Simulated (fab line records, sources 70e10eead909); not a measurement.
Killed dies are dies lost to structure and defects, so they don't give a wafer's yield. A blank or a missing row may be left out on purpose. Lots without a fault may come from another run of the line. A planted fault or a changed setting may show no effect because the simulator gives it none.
Which tool did it? | flow nand_harc | 13 lots, 39 wafers sampled, at 4 steps of a route of 1302

WHAT THE GAUGES READ, wafer by wafer
NHARC_A_START_INSPECT_01.
lot  | measured     | on                | raw_defect_count
L690 | day 7 11:08  | defect_inspect-02 | 4 2 1
L692 | day 8 02:48  | defect_inspect-02 | 3 7 4
L693 | day 8 06:42  | defect_inspect-02 | 4 3 2
L694 | day 8 23:35  | defect_inspect-02 | 2 0 3
L695 | day 9 09:28  | defect_inspect-02 | 3 5 4
L696 | day 9 22:09  | defect_inspect-02 | 3 4 2
L697 | day 10 04:17 | defect_inspect-02 | 3 0 2
L701 | day 11 22:16 | defect_inspect-02 | 5 5 3
L702 | day 12 01:22 | defect_inspect-01 | 3 2 6
L704 | day 12 20:43 | defect_inspect-02 | 7 1 5
L707 | day 14 03:21 | defect_inspect-01 | 2 5 2
L711 | day 15 19:03 | defect_inspect-01 | 6 1 3
L712 | day 16 06:19 | defect_inspect-02 | 1 4 6

NHARC_A_ONON_D1_THK_MEAS_08: measures by ellipsometry.
lot  | measured     | on            | thk_nm (nm)
L690 | day 8 10:10  | film_metro-02 | 1005 1004 1005
L692 | day 9 02:22  | film_metro-01 | 1003 1002 1003
L693 | day 9 07:27  | film_metro-01 | 1009 1012 1009
L694 | day 10 00:55 | film_metro-02 | 996 997 997
L695 | day 10 10:31 | film_metro-01 | 989 989 991
L696 | day 10 23:22 | film_metro-02 | 1009 1010 1010
L697 | day 11 04:12 | film_metro-02 | 996 995 994
L701 | day 12 23:29 | film_metro-01 | 984 984 984
L702 | day 12 23:31 | film_metro-02 | 988 987 988
L704 | day 13 19:59 | film_metro-02 | 895 999 999
L707 | day 15 04:26 | film_metro-02 | 1013 1011 1013
L711 | day 16 20:13 | film_metro-01 | 1023 1023 1024
L712 | day 17 08:29 | film_metro-02 | 988 989 990

NHARC_A_ONON_D1_THK_MEAS_14: measures by ellipsometry.
lot  | measured     | on            | thk_nm (nm)
L690 | day 8 11:17  | film_metro-01 | 1000 999 1000
L692 | day 9 03:30  | film_metro-01 | 1007 1009 1008
L693 | day 9 08:35  | film_metro-02 | 1001 1002 1002
L694 | day 10 02:04 | film_metro-02 | 987 987 988
L695 | day 10 11:40 | film_metro-01 | 1006 1005 1005
L696 | day 11 00:29 | film_metro-01 | 1004 1004 1005
L697 | day 11 05:20 | film_metro-01 | 993 992 993
L701 | day 13 00:37 | film_metro-01 | 1006 1005 1006
L702 | day 13 00:40 | film_metro-02 | 1006 1005 1008
L704 | day 13 21:07 | film_metro-02 | 1001 1000 1000
L707 | day 15 05:34 | film_metro-01 | 998 996 996
L711 | day 16 21:20 | film_metro-01 | 992 988 992
L712 | day 17 09:37 | film_metro-01 | 998 998 997

WHICH TOOL RAN EACH LOT (tool, then ch and the chambers of the sampled wafers, then the start)
lot  | NHARC_A_ONON_D1_DEP_06
L690 | pecvd_onon-04 ch 0, day 8 09:46
L692 | pecvd_onon-04 ch 0, day 9 01:55
L693 | pecvd_onon-01 ch 0, day 9 06:56
L694 | pecvd_onon-03 ch 0, day 10 00:35
L695 | pecvd_onon-01 ch 0, day 10 10:01
L696 | pecvd_onon-04 ch 0, day 10 22:51
L697 | pecvd_onon-03 ch 0, day 11 03:48
L701 | pecvd_onon-03 ch 0, day 12 22:58
L702 | pecvd_onon-01 ch 0, day 12 23:00
L704 | pecvd_onon-04 ch 0, day 13 19:35
L707 | pecvd_onon-01 ch 0, day 15 03:55
L711 | pecvd_onon-03 ch 0, day 16 19:49
L712 | pecvd_onon-04 ch 0, day 17 08:02
- NHARC_A_ONON_D1_DEP_06: target thk 1000 nm.

WHAT THE TOOLS THEMSELVES READ (means of the sampled wafers that have a number; where no wafer has one, the mark that the record gives instead)
The record holds no such reading with a usual standard deviation.

THE ANSWER, worked out from the rows above alone
Rule: what is usual is taken from the lots themselves. Put in order of their means at a reading, lots are off if they are a third of the lots or fewer, leave a main group of 4 or more, and stand apart from it by a gap of 3 or more times the standard deviation of the main group's means; of several such gaps the widest counts. A main group whose means are all the same, to the digits that the tables above print for the reading, isn't used. A lot without any number at a reading at which 4 lots or more have one is off too. The other lots that the step has rows for count as sound. The gauges are gone through in route order, then the tools' own readings, and for those a lot's mean is taken as printed above. The first step at which some lot is off is used, and at that step the reading that is off furthest; a lot without a number counts as furthest.
No lot is off at any reading shown: from this, nothing can be told.

WHAT THE SIMULATOR HAD PUT IN
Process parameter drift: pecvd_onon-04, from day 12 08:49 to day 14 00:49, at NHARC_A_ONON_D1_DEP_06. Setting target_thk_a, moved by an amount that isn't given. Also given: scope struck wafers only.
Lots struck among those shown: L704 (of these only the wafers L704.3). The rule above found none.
